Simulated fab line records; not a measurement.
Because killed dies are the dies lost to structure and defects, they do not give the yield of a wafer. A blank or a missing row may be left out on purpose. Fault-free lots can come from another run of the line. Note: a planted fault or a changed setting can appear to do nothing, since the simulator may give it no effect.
fab line records	flow nand_harc
record lots=24	wafers=72	last_day=24
route steps=1159 shown P_GATE@174 P_CONTACT@219
lots that met no fault: taken from a fault-free run of the same line
start_h: hours from the record's opening day to when the first of the lot's shown wafers began	wait_h: hours from the lot's prior step to this one	" unchanged from the row above	L1.1+2: one row covering several wafers at once	- no value, or no start was given	* or withheld: withheld	< > ~ a bound
route shown NAME@n: NAME is a module with steps in the file, n the number in the route of the first one	usual: mean and standard deviation over wafers with no fault	same: alike in all rows	chamber/n: place in a boat	sites: the reading at each site	_std_site: the standard deviation of these	_edge_site: outer sites' mean less inner sites'	radius_mm: for every site, how far away it sits from the centre of the wafer	mask NAME#n: copy n	behind: the most recent tool/chamber to have shaped the wafer	hold: the reason the lot was held/the length of the hold in hours/how it ended	device: names the non-switching transistor (n, p or np)	end of line: at the end of the route, the tests of the same wafers	a step given without rows: its recipe and nothing more	killed: the dies lost at the first sort to structure and to defects; this is not the yield of the wafer	map: a wafer's dies, x killed, . not, _ none there
set.NAME: the run value of the setting; set.NAME@STEP: its run value at that earlier step	model.NAME: the simulator's own value behind a step, which no gauge read
the route's steps for a sample of lots (tables are steps, rows are wafers)
services: the hour from which a tool's chamber was out of use, counted from the record's first day as start_h (under 0 if before that day), plus the number of hours and why
## steps
# step NHARC_P_GATE_STRIP_111
# recipe power_w=1500	temp_c=110	time_s=250	chemistry=N2/H2
# usual drypump_motor_current_A=6.0/0.42	heater_power_w=84.3/2.5
lot.wafer	tool	chamber	start_h	wait_h	drypump_motor_current_A	heater_power_w	rf_hours_counter_h
L074.1	plasma_asher-01	0	97.57	0.2	5.4	89.6	60
L074.3	"	0	"	"	5.4	86.4	-
L074.5	"	0	"	"	5.4	87.9	-
L076.2	plasma_asher-01	1	110.13	0.2	6.3	88.2	0
L076.1	"	0	"	"	5.4	82.5	0
L076.5	"	1	"	"	6.3	84.5	-
L075.2	plasma_asher-02	1	110.40	0.2	5.7	79.8	33
L075.3	"	0	"	"	6.4	84.8	-
L075.6	"	0	"	"	6.4	84.2	-
L077.4	plasma_asher-01	1	117.30	0.2	6.3	86.8	-
L077.3	"	0	"	"	5.4	82.7	-
L077.5	"	0	"	"	5.5	83.7	-
L078.2	plasma_asher-02	1	117.78	0.2	5.7	82.4	35
L078.5	"	1	"	"	5.7	81.1	-
L078.6	"	0	"	"	6.4	86.4	-
L080.1	plasma_asher-01	1	138.79	0.3	6.3	86.8	9
L080.2	"	0	"	"	5.4	83.0	9
L080.6	"	1	"	"	6.3	85.6	-
L079.1	plasma_asher-01	0	141.22	0.2	5.4	82.4	10
L079.4	"	1	"	"	6.3	88.6	-
L079.6	"	1	"	"	6.3	87.2	-
L081.1	plasma_asher-01	1	145.57	0.2	6.3	86.6	11
L081.3	"	0	"	"	5.4	80.2	-
L081.6	"	1	"	"	6.3	86.8	-
L082.4	plasma_asher-01	0	148.70	0.3	5.4	83.2	-
L082.3	"	1	"	"	6.3	87.7	-
L082.6	"	0	"	"	5.4	81.3	-
L083.4	plasma_asher-01	1	149.06	0.5	6.3	86.4	-
L083.3	"	0	"	"	5.4	83.3	-
L083.6	"	0	"	"	5.4	82.8	-
L085.1	plasma_asher-02	1	162.61	0.2	5.7	81.0	50
L085.3	"	0	"	"	6.4	85.3	-
L085.4	"	1	"	"	5.7	80.5	-
L084.2	plasma_asher-02	1	164.88	0.2	5.7	82.2	51
L084.3	"	0	"	"	6.4	84.6	-
L084.6	"	0	"	"	6.4	85.6	-
L086.2	plasma_asher-02	0	178.12	0.2	6.4	85.3	55
L086.4	"	1	"	"	5.7	80.0	-
L086.5	"	0	"	"	6.4	85.6	-
L087.1	plasma_asher-02	1	178.82	0.2	5.7	81.1	56
L087.2	"	0	"	"	6.4	84.9	56
L087.3	"	1	"	"	5.7	78.7	-
L088.2	plasma_asher-01	0	187.45	0.3	5.4	82.9	26
L088.6	"	1	"	"	6.3	87.8	-
L088.5	"	0	"	"	5.4	82.9	-
L089.1	plasma_asher-01	0	191.82	0.7	5.4	81.8	29
L089.4	"	1	"	"	6.3	85.6	-
L089.5	"	1	"	"	6.3	83.9	-
L090.2	plasma_asher-02	1	196.86	0.2	5.7	81.6	1
L090.1	"	0	"	"	6.4	86.9	1
L090.4	"	0	"	"	6.4	85.1	-
L092.2	plasma_asher-01	1	204.09	0.2	6.3	86.6	35
L092.1	"	0	"	"	5.4	81.6	35
L092.4	"	0	"	"	5.4	82.1	-
L091.1	plasma_asher-02	0	204.46	0.4	6.4	85.0	4
L091.3	"	1	"	"	5.7	83.2	-
L091.5	"	0	"	"	6.4	87.1	-
L093.2	plasma_asher-01	1	211.38	0.2	6.3	88.7	38
L093.1	"	0	"	"	5.5	81.6	38
L093.3	"	0	"	"	5.4	81.9	-
L094.1	plasma_asher-02	1	219.38	0.2	5.7	80.2	10
L094.3	"	0	"	"	6.4	84.6	-
L094.5	"	1	"	"	5.6	80.4	-
L095.2	plasma_asher-02	1	228.26	0.2	5.7	80.7	11
L095.4	"	0	"	"	6.4	86.0	-
L095.5	"	0	"	"	6.4	88.7	-
L097.2	plasma_asher-02	0	233.45	0.2	6.4	85.1	13
L097.1	"	1	"	"	5.7	82.3	13
L097.3	"	1	"	"	5.7	82.0	-
L096.1	plasma_asher-01	1	234.60	0.2	6.3	85.4	44
L096.4	"	1	"	"	6.3	86.0	-
L096.5	"	0	"	"	5.4	81.8	-
# step NHARC_P_GATE_CD_MEAS_91
# recipe target_cd_nm=2000	landing_energy_ev=500
# usual cd_nm=1999.7/1.3
lot.wafer	tool	chamber	start_h	wait_h	cd_nm
L074.1	cd_sem-02	0	100.41	-	1999.0
L074.3	"	0	"	"	2000.7
L074.5	"	0	"	"	1997.3
L076.1	cd_sem-03	0	113.13	-	2000.9
L076.2	"	0	"	"	2001.1
L076.5	"	0	"	"	2001.0
L075.2	cd_sem-01	0	113.52	-	2000.0
L075.3	"	0	"	"	1998.4
L075.6	"	0	"	"	2000.5
L077.3	cd_sem-01	0	120.13	-	2000.7
L077.4	"	0	"	"	1999.1
L077.5	"	0	"	"	2000.2
L078.2	cd_sem-02	0	120.72	-	2000.9
L078.5	"	0	"	"	2001.1
L078.6	"	0	"	"	2000.7
L080.1	cd_sem-02	0	141.76	-	1997.7
L080.2	"	0	"	"	2000.7
L080.6	"	0	"	"	2000.1
L079.1	cd_sem-01	0	144.28	-	2001.2
L079.4	"	0	"	"	1999.5
L079.6	"	0	"	"	1998.1
L081.1	cd_sem-01	0	148.33	-	2001.1
L081.3	"	0	"	"	2000.6
L081.6	"	0	"	"	2002.0
L082.3	cd_sem-02	0	151.46	-	2003.6
L082.4	"	0	"	"	2000.9
L082.6	"	0	"	"	2001.4
L083.3	cd_sem-01	0	151.93	-	2000.2
L083.4	"	0	"	"	2002.8
L083.6	"	0	"	"	2001.2
L085.1	cd_sem-03	0	165.52	-	1999.3
L085.3	"	0	"	"	1998.4
L085.4	"	0	"	"	1999.5
L084.2	cd_sem-02	0	167.84	-	1998.7
L084.3	"	0	"	"	1999.8
L084.6	"	0	"	"	1998.8
L086.2	cd_sem-03	0	180.99	-	1999.6
L086.4	"	0	"	"	2001.4
L086.5	"	0	"	"	1999.7
L087.1	cd_sem-03	0	181.68	-	1999.2
L087.2	"	0	"	"	2001.5
L087.3	"	0	"	"	1999.6
L088.2	cd_sem-02	0	190.33	-	1999.0
L088.5	"	0	"	"	1998.4
L088.6	"	0	"	"	1998.6
L089.1	cd_sem-02	0	194.57	-	1999.5
L089.4	"	0	"	"	1998.8
L089.5	"	0	"	"	1999.1
L090.1	cd_sem-01	0	199.65	-	1998.8
L090.2	"	0	"	"	2000.7
L090.4	"	0	"	"	1998.4
L092.1	cd_sem-01	0	206.79	-	1999.1
L092.2	"	0	"	"	1998.7
L092.4	"	0	"	"	1999.6
L091.1	cd_sem-02	0	207.13	-	1997.9
L091.3	"	0	"	"	1998.8
L091.5	"	0	"	"	2000.6
L093.1	cd_sem-03	0	214.20	-	2000.9
L093.2	"	0	"	"	1999.4
L093.3	"	0	"	"	2001.5
L094.1	cd_sem-03	0	222.03	-	1997.6
L094.3	"	0	"	"	1998.7
L094.5	"	0	"	"	1998.4
L095.2	cd_sem-02	0	232.07	-	2001.0
L095.4	"	0	"	"	1998.9
L095.5	"	0	"	"	1998.3
L097.1	cd_sem-03	0	236.39	-	1998.8
L097.2	"	0	"	"	2000.1
L097.3	"	0	"	"	1999.5
L096.1	cd_sem-02	0	237.31	-	2000.4
L096.4	"	0	"	"	1997.8
L096.5	"	0	"	"	1998.0
# step NHARC_P_CONTACT_CMP_01
# recipe target_thk_nm=200	material=SiO2
# usual motor_current_A=11.7/1.1
lot.wafer	tool	chamber	start_h	wait_h	motor_current_A
L074.1	cmp-04	3	104.54	-	11.3
L074.3	"	0	"	"	12.4
L074.5	"	2	"	"	11.6
L076.2	cmp-02	3	117.02	-	13.4
L076.1	"	1	"	"	10.8
L076.5	"	3	"	"	12.8
L075.2	cmp-03	1	117.58	-	12.4
L075.3	"	2	"	"	12.3
L075.6	"	0	"	"	10.4
L077.4	cmp-02	1	124.40	-	11.1
L077.3	"	0	"	"	9.9
L077.5	"	1	"	"	10.1
L078.2	cmp-03	0	124.86	-	11.0
L078.5	"	2	"	"	12.7
L078.6	"	3	"	"	11.8
L080.1	cmp-03	0	145.67	-	10.3
L080.2	"	1	"	"	12.2
L080.6	"	0	"	"	11.3
L079.1	cmp-04	0	148.21	-	11.4
L079.4	"	1	"	"	11.0
L079.6	"	3	"	"	10.5
L081.3	cmp-04	0	152.45	-	12.3
L081.1	"	3	"	"	11.3
L081.6	"	1	"	"	10.7
L082.3	cmp-02	0	155.37	-	9.6
L082.4	"	1	"	"	11.3
L082.6	"	0	"	"	10.1
L083.4	cmp-03	0	156.00	-	10.5
L083.3	"	2	"	"	12.9
L083.6	"	0	"	"	10.8
L085.4	cmp-04	1	169.76	-	10.7
L085.1	"	2	"	"	11.2
L085.3	"	0	"	"	12.3
L084.3	cmp-04	1	172.15	0.4	9.9
L084.2	"	2	"	"	11.1
L084.6	"	1	"	"	10.5
L086.4	cmp-03	0	185.15	0.4	10.8
L086.2	"	2	"	"	12.7
L086.5	"	3	"	"	12.6
L087.2	cmp-02	2	185.53	-	13.4
L087.1	"	3	"	"	13.4
L087.3	"	0	"	"	9.6
L088.2	cmp-04	3	195.15	-	11.0
L088.5	"	0	"	"	12.7
L088.6	"	1	"	"	10.5
L089.4	cmp-03	3	198.47	-	12.4
L089.1	"	0	"	"	10.5
L089.5	"	2	"	"	12.5
L090.2	cmp-02	1	203.58	-	11.2
L090.1	"	2	"	"	14.4
L090.4	"	0	"	"	9.9
L092.4	cmp-04	1	210.77	-	10.6
L092.2	"	3	"	"	11.0
L092.1	"	0	"	"	12.6
L091.1	cmp-03	2	211.61	0.6	12.9
L091.3	"	0	"	"	10.4
L091.5	"	2	"	"	12.3
L093.1	cmp-04	3	218.42	-	11.3
L093.2	"	1	"	"	11.2
L093.3	"	2	"	"	11.0
L094.3	cmp-04	1	225.88	-	10.6
L094.1	"	2	"	"	10.9
L094.5	"	2	"	"	11.7
L095.4	cmp-02	2	235.96	-	13.4
L095.2	"	3	"	"	13.1
L095.5	"	1	"	"	10.5
L097.3	cmp-04	3	240.37	-	11.3
L097.2	"	1	"	"	10.6
L097.1	"	2	"	"	11.1
L096.1	cmp-04	1	241.40	-	10.4
L096.4	"	0	"	"	11.9
L096.5	"	2	"	"	11.6
# step NHARC_P_CONTACT_ETCH_36
# recipe target_depth_a=2600	over_etch_frac=0.25	time_s=406.25	ion_energy_ev=200	n2_flow_sccm=150	h2_flow_sccm=150	ar_flow_sccm=0	rf_w=400	bias_w=150	chemistry=N2/H2
# usual drypump_motor_current_A=5.8/0.55	oes_product_au=0.999/0.0071	rf_vpp_V=432.3/2.3	showerhead_plenum_p_Torr=2.10/0.078	throttle_valve_pct=14.173/0.01
lot.wafer	tool	chamber	start_h	wait_h	drypump_motor_current_A	oes_product_au	rf_hours_counter_h	rf_vpp_V	showerhead_plenum_p_Torr	throttle_valve_pct
L074.3	rie_diel-10	0	-	-	6.5	0.998	10	434.4	2.17	14.177
L074.1	"	2	"	"	6.3	1.001	9	434.3	2.18	14.170
L074.5	"	0	"	"	6.5	1.000	-	434.7	2.17	14.182
L076.2	rie_diel-06	1	-	-	5.4	1.003	14	432.9	2.17	14.182
L076.1	"	0	"	"	6.3	0.989	14	431.0	2.02	14.189
L076.5	"	2	"	"	5.3	1.000	-	429.9	2.04	14.158
L075.3	rie_diel-10	3	-	-	4.9	0.992	12	432.6	2.06	14.181
L075.2	"	0	"	"	6.5	0.994	12	433.6	2.16	14.159
L075.6	"	3	"	"	4.9	0.998	-	433.2	2.06	14.168
L077.3	rie_diel-13	3	-	-	5.4	0.992	2	434.1	2.18	14.168
L077.4	"	1	"	"	5.2	1.007	2	433.8	2.16	14.182
L077.5	"	0	"	"	6.1	0.992	-	428.7	1.98	14.177
L078.2	rie_diel-13	0	-	-	6.1	1.005	2	429.2	1.98	14.170
L078.6	"	3	"	"	5.5	0.999	-	434.5	2.18	14.175
L078.5	"	0	"	"	6.1	1.007	-	427.6	1.98	14.168
L080.1	rie_diel-10	0	-	-	6.5	0.994	14	433.4	2.16	14.175
L080.2	"	2	"	"	6.3	0.991	12	434.4	2.18	14.172
L080.6	"	1	"	"	6.4	1.004	-	429.9	1.99	14.171
L079.4	rie_diel-13	2	-	-	5.5	1.004	4	432.2	2.12	14.176
L079.1	"	0	"	"	6.1	0.991	5	428.6	1.98	14.175
L079.6	"	2	"	"	5.5	1.010	-	434.6	2.12	14.172
L081.3	rie_diel-13	2	-	-	5.6	1.010	5	432.3	2.12	14.169
L081.1	"	3	"	"	5.5	1.003	5	434.1	2.18	14.167
L081.6	"	3	"	"	5.5	1.006	-	434.9	2.18	14.181
L082.4	rie_diel-13	1	-	-	5.1	0.999	5	433.7	2.16	14.172
L082.3	"	3	"	"	5.5	1.010	5	435.5	2.18	14.165
L082.6	"	1	"	"	5.1	1.001	-	434.0	2.16	14.179
L083.3	rie_diel-10	3	-	-	4.9	1.001	15	432.0	2.06	14.161
L083.4	"	2	"	"	6.3	1.001	14	433.5	2.17	14.169
L083.6	"	0	"	"	6.5	1.002	-	434.2	2.16	14.167
L085.3	rie_diel-13	1	-	-	5.1	1.005	7	433.2	2.16	14.163
L085.1	"	2	"	"	5.5	1.004	7	432.5	2.12	14.170
L085.4	"	0	"	"	6.1	1.011	8	429.5	1.97	14.158
L084.2	rie_diel-10	0	-	-	6.5	1.001	17	434.8	2.16	14.180
L084.3	"	2	"	"	6.3	0.999	15	434.8	2.17	14.169
L084.6	"	3	"	"	4.9	0.995	-	430.9	2.06	14.172
L086.4	rie_diel-10	0	-	-	6.5	1.012	0	434.3	2.16	14.172
L086.2	"	2	"	"	6.3	0.995	0	433.9	2.17	14.172
L086.5	"	1	"	"	6.4	1.011	-	430.2	1.98	14.175
L087.1	rie_diel-06	2	-	-	5.3	1.000	39	430.1	2.03	14.201
L087.3	"	3	"	"	5.4	0.982	47	433.2	2.16	14.160
L087.2	"	0	"	"	6.3	0.983	47	430.5	2.01	14.190
L088.2	rie_diel-13	3	-	-	5.4	1.007	10	434.8	2.17	14.162
L088.5	"	2	"	"	5.6	1.001	-	432.3	2.12	14.186
L088.6	"	3	"	"	5.4	0.989	-	434.7	2.17	14.172
L089.4	rie_diel-10	2	-	-	6.3	0.993	1	434.5	2.17	14.171
L089.1	"	3	"	"	4.9	0.978	1	431.8	2.06	14.158
L089.5	"	2	"	"	6.3	0.991	-	435.8	2.17	14.168
L090.4	rie_diel-13	1	-	-	5.2	0.999	10	433.8	2.16	14.168
L090.1	"	3	"	"	5.5	1.003	12	433.8	2.17	14.162
L090.2	"	0	"	"	6.1	0.992	12	429.4	1.97	14.177
L092.1	rie_diel-13	1	-	-	5.2	0.992	10	433.6	2.16	14.155
L092.2	"	2	"	"	5.6	1.013	12	433.9	2.12	14.172
L092.4	"	0	"	"	6.1	1.002	12	428.3	1.97	14.177
L091.1	rie_diel-10	3	-	-	4.9	1.003	2	430.9	2.06	14.175
L091.3	"	0	"	"	6.5	1.003	2	433.7	2.16	14.185
L091.5	"	0	"	"	6.5	0.998	-	434.3	2.16	14.150
L093.1	rie_diel-13	2	-	-	5.6	1.000	13	431.8	2.12	14.171
L093.2	"	0	"	"	6.1	0.993	13	427.5	1.97	14.178
L093.3	"	1	"	"	5.1	1.001	11	433.2	2.16	14.183
L094.1	rie_diel-13	3	-	-	5.4	1.001	14	433.3	2.17	14.183
L094.3	"	1	"	"	5.1	0.996	12	435.5	2.16	14.192
L094.5	"	3	"	"	5.4	1.000	-	433.0	2.17	14.164
L095.4	rie_diel-10	3	-	-	4.9	1.001	6	430.0	2.06	14.185
L095.2	"	0	"	"	6.5	1.005	5	433.7	2.16	14.173
L095.5	"	2	"	"	6.3	1.003	-	434.3	2.17	14.170
L097.3	rie_diel-13	3	-	-	5.4	1.002	16	434.1	2.17	14.175
L097.2	"	0	"	"	6.1	0.996	16	429.7	1.97	14.174
L097.1	"	2	"	"	5.6	0.998	15	430.7	2.12	14.156
L096.4	rie_diel-10	0	-	-	6.5	0.986	5	435.1	2.16	14.168
L096.1	"	1	"	"	6.4	1.002	7	430.4	1.98	14.177
L096.5	"	0	"	"	6.5	1.000	-	434.1	2.16	14.170
# step NHARC_P_CONTACT_STRIP_28
# recipe o2_flow_sccm=500	ar_flow_sccm=0	bias_w=0	chemistry=O2
# usual drypump_motor_current_A=5.8/0.54	oes_product_au=0.998/0.0079	rf_vpp_V=58.0/0.9	showerhead_plenum_p_Torr=3.61/0.13	throttle_valve_pct=17.037/0.0097
lot.wafer	tool	chamber	start_h	wait_h	drypump_motor_current_A	oes_product_au	rf_hours_counter_h	rf_vpp_V	showerhead_plenum_p_Torr	throttle_valve_pct
L074.3	rie_diel-10	1	106.98	0.1	6.4	1.003	10	57.6	3.45	17.035
L074.1	"	2	"	"	6.3	1.000	9	58.0	3.74	17.024
L074.5	"	1	"	"	6.4	0.986	-	58.2	3.45	17.043
L076.2	rie_diel-13	1	119.01	0.1	5.1	1.005	1	58.0	3.72	17.042
L076.1	"	2	"	"	5.5	0.993	1	57.6	3.65	17.043
L076.5	"	2	"	"	5.5	0.990	-	57.8	3.66	17.045
L075.3	rie_diel-13	1	119.55	0.1	5.2	1.002	1	59.7	3.72	17.050
L075.2	"	2	"	"	5.6	1.002	1	57.4	3.66	17.039
L075.6	"	2	"	"	5.6	0.992	-	58.5	3.65	17.041
L077.3	rie_diel-06	3	126.39	0.1	5.3	0.994	17	59.8	3.73	17.038
L077.4	"	3	"	"	5.4	0.998	-	59.6	3.73	17.057
L077.5	"	0	"	"	6.3	0.995	-	57.5	3.50	17.041
L078.2	rie_diel-10	1	126.80	0.1	6.4	1.002	12	56.4	3.44	17.035
L078.5	"	2	"	"	6.3	1.007	-	57.5	3.74	17.044
L078.6	"	3	"	"	4.9	1.007	-	58.1	3.56	17.055
L080.2	rie_diel-10	1	147.74	0.1	6.4	1.011	13	57.4	3.44	17.044
L080.1	"	3	"	"	4.9	1.003	14	57.6	3.56	17.051
L080.6	"	1	"	"	6.4	0.999	-	56.2	3.44	17.036
L079.1	rie_diel-13	1	150.03	0.1	5.2	1.005	4	58.0	3.72	17.038
L079.4	"	2	"	"	5.6	1.011	5	58.1	3.65	17.038
L079.6	"	0	"	"	6.1	0.994	-	57.2	3.43	17.030
L081.3	rie_diel-10	3	154.29	0.1	4.9	1.003	15	57.0	3.56	17.044
L081.1	"	1	"	"	6.4	1.009	14	57.7	3.44	17.030
L081.6	"	3	"	"	4.9	1.000	-	57.2	3.56	17.028
L082.4	rie_diel-13	1	157.79	0.1	5.1	1.003	5	58.6	3.72	17.034
L082.3	"	3	"	"	5.5	1.003	6	59.2	3.74	17.045
L082.6	"	0	"	"	6.1	0.999	-	57.2	3.43	17.028
L083.3	rie_diel-10	0	157.82	0.1	6.5	0.995	16	58.5	3.72	17.029
L083.4	"	1	"	"	6.4	1.000	15	58.8	3.44	17.034
L083.6	"	1	"	"	6.4	1.005	-	56.7	3.44	17.030
L085.3	rie_diel-10	2	171.75	0.1	6.3	0.996	15	58.2	3.74	17.026
L085.1	"	1	"	"	6.4	1.002	16	56.4	3.44	17.030
L085.4	"	1	"	"	6.4	0.992	-	57.9	3.44	17.018
L084.3	rie_diel-06	2	173.99	0.1	5.3	1.004	36	58.8	3.51	17.045
L084.2	"	3	"	"	5.4	0.986	42	56.9	3.72	17.033
L084.6	"	3	"	"	5.4	0.979	-	60.2	3.72	17.047
L086.2	rie_diel-13	2	187.12	0.1	5.6	1.003	10	59.3	3.65	17.039
L086.4	"	3	"	"	5.5	0.993	10	59.6	3.74	17.055
L086.5	"	1	"	"	5.2	1.010	-	57.1	3.72	17.047
L087.2	rie_diel-13	0	187.53	0.1	6.1	1.000	10	57.8	3.43	17.035
L087.3	"	1	"	"	5.2	1.009	8	59.0	3.72	17.044
L087.1	"	2	"	"	5.5	1.005	10	57.7	3.65	17.044
L088.2	rie_diel-10	2	197.07	0.1	6.3	0.999	1	57.8	3.74	17.023
L088.6	"	0	"	"	6.5	1.005	-	58.6	3.72	17.026
L088.5	"	1	"	"	6.4	1.007	-	57.1	3.44	17.041
L089.1	rie_diel-10	1	200.39	0.1	6.4	0.997	1	58.0	3.44	17.037
L089.4	"	0	"	"	6.5	1.001	1	58.5	3.72	17.042
L089.5	"	1	"	"	6.4	0.999	-	56.5	3.44	17.037
L090.2	rie_diel-10	3	205.55	0.1	4.9	0.976	1	58.2	3.56	17.045
L090.4	"	1	"	"	6.4	0.993	2	57.1	3.44	17.026
L090.1	"	2	"	"	6.3	0.992	2	58.3	3.74	17.033
L092.4	rie_diel-13	0	212.76	0.1	6.1	0.986	12	57.2	3.42	17.037
L092.1	"	1	"	"	5.1	1.011	11	59.1	3.72	17.040
L092.2	"	2	"	"	5.5	0.999	12	58.2	3.65	17.039
L091.1	rie_diel-13	2	213.56	0.1	5.5	0.999	12	57.2	3.65	17.046
L091.3	"	0	"	"	6.1	1.012	12	58.5	3.42	17.040
L091.5	"	1	"	"	5.1	0.994	-	57.9	3.71	17.039
L093.3	rie_diel-06	2	220.26	0.1	5.3	0.989	57	57.6	3.50	17.048
L093.2	"	3	"	"	5.4	0.981	64	59.6	3.70	17.047
L093.1	"	0	"	"	6.3	0.995	65	57.2	3.47	17.051
L094.1	rie_diel-13	2	227.76	0.1	5.5	1.005	14	59.5	3.65	17.030
L094.3	"	3	"	"	5.5	0.999	14	59.2	3.74	17.062
L094.5	"	1	"	"	5.2	0.999	-	57.6	3.71	17.036
L095.4	rie_diel-13	3	237.90	0.1	5.5	1.000	15	59.9	3.74	17.030
L095.2	"	0	"	"	6.1	0.995	16	58.1	3.42	17.048
L095.5	"	3	"	"	5.5	0.988	-	58.4	3.74	17.037
L097.2	rie_diel-13	0	242.51	0.1	6.1	0.998	17	58.0	3.42	17.052
L097.1	"	2	"	"	5.6	1.008	15	58.2	3.65	17.040
L097.3	"	3	"	"	5.4	0.998	16	58.7	3.74	17.042
L096.4	rie_diel-13	1	243.41	0.1	5.2	0.990	14	57.1	3.71	17.032
L096.1	"	2	"	"	5.5	1.006	15	59.2	3.65	17.024
L096.5	"	3	"	"	5.4	1.006	-	58.2	3.74	17.037
# step NHARC_P_CONTACT_INSPECT_27
# usual raw_defect_count=302/120
lot.wafer	tool	chamber	start_h	wait_h	raw_defect_count
L074.1	defect_inspect-01	-	109.98	0.1	153
L074.3	"	-	"	"	257
L074.5	"	-	"	"	154
L076.1	defect_inspect-02	-	123.38	0.1	435
L076.2	"	-	"	"	410
L076.5	"	-	"	"	235
L075.2	defect_inspect-01	-	123.94	0.1	402
L075.3	"	-	"	"	380
L075.6	"	-	"	"	327
L077.3	defect_inspect-02	-	131.94	0.1	328
L077.4	"	-	"	"	443
L077.5	"	-	"	"	171
L078.2	defect_inspect-02	-	132.47	0.1	451
L078.5	"	-	"	"	127
L078.6	"	-	"	"	337
L080.1	defect_inspect-02	-	149.90	0.1	335
L080.2	"	-	"	"	145
L080.6	"	-	"	"	565
L079.1	defect_inspect-02	-	152.15	0.1	284
L079.4	"	-	"	"	427
L079.6	"	-	"	"	193
L081.1	defect_inspect-01	-	156.47	0.1	250
L081.3	"	-	"	"	234
L081.6	"	-	"	"	196
L082.3	defect_inspect-01	-	160.06	0.1	363
L082.4	"	-	"	"	178
L082.6	"	-	"	"	179
L083.3	defect_inspect-02	-	160.21	0.1	231
L083.4	"	-	"	"	237
L083.6	"	-	"	"	228
L085.1	defect_inspect-02	-	174.79	0.1	353
L085.3	"	-	"	"	355
L085.4	"	-	"	"	370
L084.2	defect_inspect-02	-	176.14	0.1	440
L084.3	"	-	"	"	526
L084.6	"	-	"	"	450
L086.2	defect_inspect-02	-	189.28	0.1	200
L086.4	"	-	"	"	402
L086.5	"	-	"	"	428
L087.1	defect_inspect-01	-	194.19	0.1	160
L087.2	"	-	"	"	206
L087.3	"	-	"	"	232
L088.2	defect_inspect-02	-	207.91	0.1	456
L088.5	"	-	"	"	290
L088.6	"	-	"	"	146
L089.1	defect_inspect-02	-	211.81	0.1	251
L089.4	"	-	"	"	167
L089.5	"	-	"	"	250
L090.1	defect_inspect-02	-	212.38	0.1	225
L090.2	"	-	"	"	159
L090.4	"	-	"	"	333
L092.1	defect_inspect-01	-	215.51	0.1	222
L092.2	"	-	"	"	387
L092.4	"	-	"	"	249
L091.1	defect_inspect-01	-	215.68	0.1	273
L091.3	"	-	"	"	519
L091.5	"	-	"	"	257
L093.1	defect_inspect-02	-	222.47	0.1	215
L093.2	"	-	"	"	193
L093.3	"	-	"	"	207
L094.1	defect_inspect-01	-	233.46	0.1	596
L094.3	"	-	"	"	522
L094.5	"	-	"	"	524
L095.2	defect_inspect-01	-	240.06	0.1	171
L095.4	"	-	"	"	117
L095.5	"	-	"	"	265
L097.1	defect_inspect-02	-	244.66	0.1	381
L097.2	"	-	"	"	298
L097.3	"	-	"	"	313
L096.1	defect_inspect-02	-	245.55	0.1	224
L096.4	"	-	"	"	251
L096.5	"	-	"	"	282
## services
tool	chamber	start_h	hours	kind
cmp-04	-	73.81	3.1	repair
rie_diel-13	-	99.00	9.0	pm
plasma_asher-01	-	99.04	9.0	pm
cmp-04	-	105.16	4.0	pm
rie_diel-13	3	115.32	4.6	repair
cmp-02	-	120.04	0.9	repair
rie_diel-06	1	122.87	117.7	repair
rie_diel-06	-	123.59	0.3	repair
cmp-02	-	129.79	4.0	pm
rie_diel-13	1	131.91	7.5	repair
cmp-04	-	136.18	0.3	repair
rie_diel-06	2	144.43	4.2	repair
cmp-03	-	156.13	4.0	pm
rie_diel-10	0	168.76	4.2	repair
cmp-03	-	168.88	1.5	repair
rie_diel-10	-	176.50	9.0	pm
plasma_asher-02	-	183.63	9.0	pm
cmp-03	-	187.96	3.7	repair
rie_diel-13	0	188.16	5.6	repair
cmp-04	-	203.16	4.0	pm
cmp-02	-	224.80	3.3	repair
rie_diel-10	0	226.54	8.8	repair
cmp-02	-	228.13	4.0	pm
cmp-03	-	228.95	5.5	repair
## key
fault none
